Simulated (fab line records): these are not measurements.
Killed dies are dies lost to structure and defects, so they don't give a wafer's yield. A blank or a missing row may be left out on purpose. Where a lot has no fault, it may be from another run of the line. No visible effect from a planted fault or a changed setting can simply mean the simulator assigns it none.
Problem report, 8D (eight disciplines) form, completed by code / flow n5Finfet / the parts of the form that need people (team, actions taken, sign-off) are left out

## 1. THE PROBLEM
Mean of runLengthS at N5_PASSIVATION_PECVD_53: 147.5 s across 4 wafers in 2 lots; on wafers with no fault it is 197.1 s (standard deviation 0.76). Measured from the usual mean, that is -65 standard deviations.
The step: deposits SiO2 from TEOS/O2, target thk 800 nm, time 169.4 s.
First seen on wafer L621.2, day 16 01:21, on pecvd-04. At this step, 36 wafers from 12 lots have a number in the record. Rule for "out" (also "out of limits"): further than 4 standard deviations from the usual mean. The other wafers with a number count as sound.

## 2. WHAT IT IS, WHAT IT ISN'T
question=which readings at this step | is=runLengthS | is not=-
question=which lots | is=L621, L626 | is not=L606, L607, L608, L610, L611, L613, L615, L618, L619, L620
question=which wafers of those lots | is=L621.2, L621.3, L626.2, L626.3 | is not=L621.5, L626.4
question=read on which tools | is=pecvd-04 | is not=pecvd-01, pecvd-02
question=when | is=from day 16 01:21 | is not=up to then (31 sound wafers); but 1 sound wafer of L626 came after

## 3. WHAT RULES OUT EACH SUSPECT
Counting: if a tool at a process step up to the reading ran every lot that is out, it stays a suspect. Sound lots after the first of them don't rule it out here, since some wafers of a struck lot are sound.
- pecvd-04 at N5_PASSIVATION_PECVD_53 (deposits SiO2 from TEOS/O2, target thk 800 nm, time 169.4 s): kept. Every lot that is out went through it, the first being L621 (day 16 01:21); the last sound lot it ran before that was L620 (day 15 13:14). Out on those wafers are its own readings of runLengthS.
The count leaves pecvd-04 at N5_PASSIVATION_PECVD_53.

## 4. THE CAUSE (what the simulator had put in)
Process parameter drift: pecvd-04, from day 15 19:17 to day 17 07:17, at N5_PASSIVATION_PECVD_53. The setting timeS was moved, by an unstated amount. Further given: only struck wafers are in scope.
The count eliminated every tool but this one.

## 5. THE EFFECT CHAIN, in route order
Each row: a reading where the mean over the struck wafers with a number is more than 3 standard deviations away from the usual. Scope: only readings with a usual standard deviation given in the record; hours: median across lots of the time from each lot's start at the first step in this table that gives one to its start at this step; sigmas: change in usual standard deviations.
hours=0; step=N5_PASSIVATION_PECVD_53; reading=runLengthS; usual=197.1 s; on struck wafers=147.5; change=-49.6; sigmas=-65
Here are the process steps it includes:
- N5_PASSIVATION_PECVD_53: deposits SiO2 from TEOS/O2, target thk 800 nm, time 169.4 s.
Readings that are blank on the struck wafers while sound wafers have them: susceptorTempC at N5_PASSIVATION_PECVD_53.

## 6. HOW IT WOULD HAVE BEEN CAUGHT EARLIER
6 hours passed between the start of the fault at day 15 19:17 and the first reading out of limits in this record, taken at day 16 01:21.
